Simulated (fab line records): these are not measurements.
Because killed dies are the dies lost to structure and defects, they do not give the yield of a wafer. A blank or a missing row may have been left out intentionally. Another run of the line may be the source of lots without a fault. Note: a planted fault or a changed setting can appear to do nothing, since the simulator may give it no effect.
Matching of chambers + flow n5-finfet + N5_BEOL_M6_CVD_78 on cvd-co-01 has 3 sister chambers
The step deposits Co from CCTBA/H2, target thk 2 nm, time 142.3 s. 6 wafers are shown with their chamber, then 6 later ones without.

== WAFERS, EACH WITH ITS CHAMBER ==
| wafer  | chamber | run-length-s (s) |
|--------|---------|------------------|
| L401.1 | 1       | 165.0            |
| L401.3 | 2       | 166.0            |
| L401.6 | 0       | 165.0            |
| L403.3 | 0       | 165.0            |
| L403.4 | 1       | 164.9            |
| L403.5 | 2       | 165.8            |

== WAFERS WITHOUT THEIR CHAMBER ==
| wafer  | run-length-s (s) |
|--------|------------------|
| L402.2 | 165.8            |
| L402.3 | 164.9            |
| L402.5 | 165.1            |
| L405.1 | 165.4            |
| L405.2 | 164.9            |
| L405.3 | 165.1            |

== WHICH CHAMBER EACH WENT THROUGH ==
| wafer  | from the rows above          | in truth                   |
|--------|------------------------------|----------------------------|
| L402.2 | 2                            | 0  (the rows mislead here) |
| L402.3 | can't be placed: 1 or 0      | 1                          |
| L402.5 | can't be placed: 0 or 1      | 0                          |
| L405.1 | can't be placed: 0 or 1 or 2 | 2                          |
| L405.2 | can't be placed: 1 or 0      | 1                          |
| L405.3 | can't be placed: 0 or 1      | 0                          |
0 of 6 placed correctly. Not placeable from these rows: 5 (in 5, the candidates include the true chamber). Wrongly placed: 1.
How it was worked out, from the rows above alone: a wafer's distance from a chamber is the root of the sum, over the readings, of the square of ((its reading less the chamber's mean) divided by the reading's scatter). The wafer belongs to the nearest chamber; if the next one is less than 2 further off, it can't be placed. For every chamber, the mean is computed from those of its wafers that are shown. The scatter is the square root of a quotient: the sum, over the shown wafers, of each reading's squared deviation from its chamber's mean, divided by wafers minus chambers.
